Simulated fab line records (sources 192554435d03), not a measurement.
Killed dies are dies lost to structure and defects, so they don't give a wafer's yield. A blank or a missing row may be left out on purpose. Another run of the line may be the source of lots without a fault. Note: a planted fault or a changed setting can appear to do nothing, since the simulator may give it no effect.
Lot-split experiment	flow n5Finfet	21 wafers read across 7 lots, on a route 1938 steps long

== THE SPLIT ==
At N5_SD_EPI_N_COAT_33 (time 60 s, resist thk 35 nm), the setting spinRpm was moved away from the recipe's 1500 rpm on 5 of the 21 wafers read, by -7.3% to +6.5%. This setting was run at the recipe's value on the other wafers.

== FROM THE SPLIT TO THE READING: what the file shows between them, 7 steps ==
- N5_SD_EPI_N_COAT_03: resist thk 150 nm (also split here: spinRpm)
- N5_SD_EPI_N_EBR_05
- N5_SD_EPI_N_SOFTBAKE_04: time 60 s
- N5_SD_EPI_N_EXPOSE_06: exposes mask SD N BLK, target cd 120 nm
- N5_SD_EPI_N_PEB_07: peb time 60 s
- N5_SD_EPI_N_DEVELOP_08: develop time 30 s
- N5_SD_EPI_N_DESCUM_14: chemistry O2, time 7.9 s

== THE READING ==
etch.depthNm (the simulator's own value, which no gauge read), in nm, at N5_SD_EPI_N_ETCH_34 (etches SiARC in CF4, target depth 45.5 nm, time 75.8 s). No usual value for it is given in the file. Across the 16 wafers here that went through the recipe, the average is 35.04 nm and the standard deviation 0.093 nm.

wafer	tool, chamber at the split	spinRpm as run, rpm	against the recipe	etch.depthNm, nm	against lot-mates on the recipe
L081.2	lithoTrack-02, 0	1391	-7.3%	36.35	+1.31
L081.3	lithoTrack-02, 0	1391	-7.3%	36.36	+1.32
L081.6	lithoTrack-02, 0	1500	recipe	35.04	-
L082.2	lithoTrack-01, 0	1439	-4.1%	35.72	+0.80
L082.3	lithoTrack-01, 0	1500	recipe	34.89	-
L082.5	lithoTrack-01, 0	1500	recipe	34.96	-
L087.1	lithoTrack-01, 0	1500	recipe	35.01	-
L087.3	lithoTrack-01, 0	1500	recipe	35.08	-
L087.5	lithoTrack-01, 0	1500	recipe	35.05	-
L088.1	lithoTrack-01, 0	1500	recipe	34.9	-
L088.4	lithoTrack-01, 0	1435	-4.3%	35.66	+0.75
L088.5	lithoTrack-01, 0	1500	recipe	34.91	-
L089.3	lithoTrack-01, 0	1500	recipe	35.01	-
L089.4	lithoTrack-01, 0	1598	+6.5%	33.97	-1.08
L089.5	lithoTrack-01, 0	1500	recipe	35.08	-
L092.2	lithoTrack-01, 0	1500	recipe	35.25	-
L092.5	lithoTrack-01, 0	1500	recipe	35.14	-
L092.6	lithoTrack-01, 0	1500	recipe	35.15	-
L096.3	lithoTrack-01, 0	1500	recipe	35.07	-
L096.4	lithoTrack-01, 0	1500	recipe	35.07	-
L096.5	lithoTrack-01, 0	1500	recipe	35.02	-

THE FIT
A straight line over all 21 wafers: etch.depthNm changes by -0.172 nm for each +1% of spinRpm; r = -0.98; the points scatter about the line by 0.094 nm.
The same after taking each lot's own level away (the mean of its wafers on the recipe; 21 wafers): -0.177 nm for each +1%; r = -1.00; scatter 0.039 nm.
That fit puts the effect of the largest move of spinRpm on the reading at 1.3 nm.
Across the lots, their own levels run from 34.905 to 35.180 nm, a range of 3.0 times the standard deviation given above.
Hence the lot-to-lot level has little effect on the slope; both slopes agree.
Check: with one of the wafers moved furthest among these (-7.3%) left out of the fit, the line predicts +1.29 nm for it against its lot-mates. It came out at +1.31 nm against them.

== THE OTHER SPLITS THESE WAFERS WENT THROUGH ==
These wafers also went through other splits before the reading. Each is held against what the fit with the lots' levels taken away leaves over:
other split on the same wafers	wafers away from the commonest value	r with etch.depthNm (lot level and that fit taken away)
N5_ZERO_LAYER_PECVD_02 timeS	7	+0.03
N5_ZERO_LAYER_EXPOSE_08 doseMj	6	-0.35
N5_WELL_APT_COAT_19 spinRpm	6	-0.07
N5_FIN_SAQP_ETCH_65 timeS	9	+0.45
N5_FIN_SAQP_COAT_68 spinRpm	9	+0.04
N5_FIN_CUT_COAT_02 spinRpm	8	-0.06
N5_SD_EPI_N_COAT_03 spinRpm	4	-0.06

== THE WHOLE CHAIN: every reading that the file lists as answering this split, in the file's order ==
step	what it does	reading	change (the file's fit)	r (the file's)
N5_SD_EPI_N_COAT_33	time 60 s, resist thk 35 nm	SiARC_of_SD_EPI_N_COAT_33.thkNm (the simulator's own value, which no gauge read)	-0.176 nm for each +1% of the setting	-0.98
N5_SD_EPI_N_ETCH_34	etches SiARC in CF4, target depth 45.5 nm, time 75.8 s	etch.depthNm (the simulator's own value, which no gauge read)	-0.177 nm for each +1% of the setting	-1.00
N5_SD_EPI_N_ETCH_34	etches SiARC in CF4, target depth 45.5 nm, time 75.8 s	CAR-ArF-block_of_SD_EPI_N_COAT_03.thkNm (the simulator's own value, which no gauge read)	+0.175 nm for each +1% of the setting, in a fit together with spinRpm@SD_EPI_N_COAT_03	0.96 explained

== FILE'S OWN FIT ==
etch.depthNm changes by -0.177 nm for each +1% of spinRpm, r = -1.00.
